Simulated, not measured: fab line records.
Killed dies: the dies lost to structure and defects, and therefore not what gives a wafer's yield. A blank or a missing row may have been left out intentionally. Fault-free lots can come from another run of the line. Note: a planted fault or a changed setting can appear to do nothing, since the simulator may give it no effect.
Comparing a struck lot with a sound one :: flow n5 finfet :: 26 steps out of a route of 1938
Sound: wafers L729.1, L729.3, L729.6. Wafers L739.1, L739.4 were the ones struck. At the end, the cause is stated.
Order at every step that has rows: each side's tool, ch and its chambers, its first start. Under that, the readings that differ: sound wafers :: struck wafers :: difference of the means :: sigmas: that difference in standard deviations of wafers without a fault.
alike: words and numbers the same on both sides, and readings whose means are apart by under 2 such deviations; not compared: readings that were withheld, readings missing a value for some wafer, numbers with overlapping values and no deviation given by the record, and bounds like >300 which may hide the same value.
A row with sigmas, a row that says differs or no value, or rows on one side alone: a step with any of these is where the two part. When numbers do not overlap yet have no deviation, they are printed without sigmas and do not part them. A reading missing from all wafers of one side parts the sides only when that side holds two or more wafers.

first, 4 steps without rows for these wafers: N5_WELL_APT_OXIDE_STRIP_42 (strips SiO2 in dHF, time 45 s, target depth 12 nm); N5_WELL_APT_PRECLEAN_36 (cleans in O3/DIW, time 45 s); N5_WELL_APT_PRECLEAN_39 (cleans in dHF, time 60 s); N5_WELL_APT_SRD_37 (time 30 s).
N5_WELL_APT_EPI_41: deposits Si from SiH4/H2, target thk 50 nm, time 297.7 s.
  sound on epi rpcvd-04 ch 0, day 2 22:02; struck on epi rpcvd-03 ch 0, day 5 10:07
reading: throttle valve pct (%)
sound: 11.30 11.32 10.96
struck: 11.91 11.98
difference: +0.75
sigmas: +3
  alike: chamber pressure Torr
N5_WELL_APT_INSPECT_38: inspects for defects (darkfield).
  sound on defect inspect-02, day 2 22:40; struck on defect inspect-02, day 5 10:45
  alike: raw defect count
N5_PMOS_HMC_CHANNEL_EPI_HM_DEP_34: deposits SiO2 from TEOS/O2, target thk 36 nm, time 6.9 s.
  sound on pecvd-04 ch 0,1, day 2 22:42; struck on pecvd-02 ch 1, day 5 10:47
  alike: chamber pressure Torr, heater power outer w, heater power w, showerhead plenum p Torr, throttle valve pct
then, 5 steps without rows for these wafers: N5_PMOS_HMC_CHANNEL_EPI_COAT_31 (time 60 s, resist thk 66 nm); N5_PMOS_HMC_CHANNEL_EPI_COAT_03 (resist thk 205 nm); N5_PMOS_HMC_CHANNEL_EPI_EBR_05; N5_PMOS_HMC_CHANNEL_EPI_SOFTBAKE_04 (time 60 s); N5_PMOS_HMC_CHANNEL_EPI_EXPOSE_06 (exposes mask PMOS HMC BLK, target cd 240 nm).
N5_PMOS_HMC_CHANNEL_EPI_PEB_07: peb time 60 s.
  sound on litho track-03 ch 0, day 2 23:04; struck on litho track-05 ch 0, day 5 11:08
  alike: chill plate temp C
then, 1 step without rows for these wafers: N5_PMOS_HMC_CHANNEL_EPI_DEVELOP_08 (develop time 30 s).
N5_PMOS_HMC_CHANNEL_EPI_CD_MEAS_09: the cd target is 237.4 nm.
  sound on cd sem-01 ch 0, day 2 23:07; struck on cd sem-01 ch 0, day 5 11:11
reading: cd nm (nm)
sound: 236.5 236.4 237.2
struck: 247.3 247.5
difference: +10.7
sigmas: +12
N5_PMOS_HMC_CHANNEL_EPI_OVL_MEAS_10:
  sound on overlay-02 ch 0, day 2 23:09; struck on overlay-01 ch 0, day 5 11:14
  alike: PMOS_HMC_BLK_OVL
N5_PMOS_HMC_CHANNEL_EPI_INSPECT_11: inspects for defects (macro).
  sound on defect inspect-02, day 2 23:11; struck on defect inspect-02, day 5 11:15
  alike: raw defect count
N5_PMOS_HMC_CHANNEL_EPI_DESCUM_14: chemistry O2, time 7.9 s.
  sound on rie diel-06 ch 2,3, day 2 23:35; struck on rie diel-01 ch 1, day 5 11:17
reading: model.PMOS_HMC_CHANNEL_EPI.cd nm (nm)
sound: 236.7 236.4 237.4
struck: 247.6 247.8
difference: +10.9
sigmas: 
  alike: drypump motor current A, oes product au, rf vpp V, showerhead plenum p Torr, temp c, throttle valve pct
  not compared: rf hours counter h
N5_PMOS_HMC_CHANNEL_EPI_ETCH_32: etches BARC in N2/H2, stops on SiO2, target depth 85.8 nm, time 50.3 s.
  sound on rie diel-06 ch 2,3, day 2 23:37; struck on rie diel-01 ch 1, day 5 11:19
  alike: drypump motor current A, oes product au, rf vpp V, showerhead plenum p Torr, throttle valve pct
  not compared: rf hours counter h
N5_PMOS_HMC_CHANNEL_EPI_HM_OPEN_15: chemistry CHF3/O2, target SiO2, target depth 40.6 nm, time 20.3 s.
  sound on rie diel-06 ch 2,3, day 2 23:40; struck on rie diel-01 ch 1, day 5 11:22
  alike: drypump motor current A, oes product au, rf vpp V, showerhead plenum p Torr, throttle valve pct
  not compared: rf hours counter h
N5_PMOS_HMC_CHANNEL_EPI_STRIP_33: strips in N2/H2.
  sound on rie diel-06 ch 2,3, day 2 23:43; struck on rie diel-01 ch 1, day 5 11:25
reading: temp c (C)
sound: 39.97 39.98 39.87
struck: 40.21 40.25
difference: +0.29
sigmas: +3
  alike: drypump motor current A, oes product au, rf vpp V, showerhead plenum p Torr, throttle valve pct
  not compared: rf hours counter h
then, 2 steps without rows for these wafers: N5_PMOS_HMC_CHANNEL_EPI_STRIP_17 (strips in SPM, time 750 s); N5_PMOS_HMC_CHANNEL_EPI_ETCH_38 (etches SiO2 in CF4, target depth 1.5 nm).
N5_PMOS_HMC_CHANNEL_EPI_FIN_RECESS_16: chemistry HBr/Cl2, target Si, target depth 54 nm, time 18 s.
  sound on rie si-04 ch 0,2,3, day 3 00:02; struck on rie si-04 ch 0,3, day 5 11:46
reading: model.PMOS_HMC_CHANNEL_EPI.cd nm (nm)
sound: 240.2 239 240.7
struck: 249.9 250.5
difference: +10.2
sigmas: 
  alike: drypump motor current A, oes product au, throttle valve pct
  not compared: rf hours counter h
then, 1 step without rows for these wafers: N5_PMOS_HMC_CHANNEL_EPI_PRECLEAN_36 (cleans in O3/DIW, time 45 s).
-- here the record skips 10 days between the struck wafers' starts before and after, leaving off in module PMOS_HMC_CHANNEL_EPI and picking up in module PASSIVATION (first step shown: number 1936 of the route) --
N5_PASSIVATION_PROBE_49:
  sound on prober-02, day 13 16:13; struck on prober-02, day 15 22:01
  alike: killed_at_M0_to_M3, killed_at_M4_up, killed at contacts, killed at front end, killed at other, killed dies, killed open, killed short

== WHERE THEY PART ==
At N5_WELL_APT_EPI_41 first; at N5_PMOS_HMC_CHANNEL_EPI_STRIP_33 last (within this record only). Later steps at which nothing parts them and some readings are alike: N5_PMOS_HMC_CHANNEL_EPI_FIN_RECESS_16, N5_PASSIVATION_PROBE_49.

WHY: what had been put in by the simulator
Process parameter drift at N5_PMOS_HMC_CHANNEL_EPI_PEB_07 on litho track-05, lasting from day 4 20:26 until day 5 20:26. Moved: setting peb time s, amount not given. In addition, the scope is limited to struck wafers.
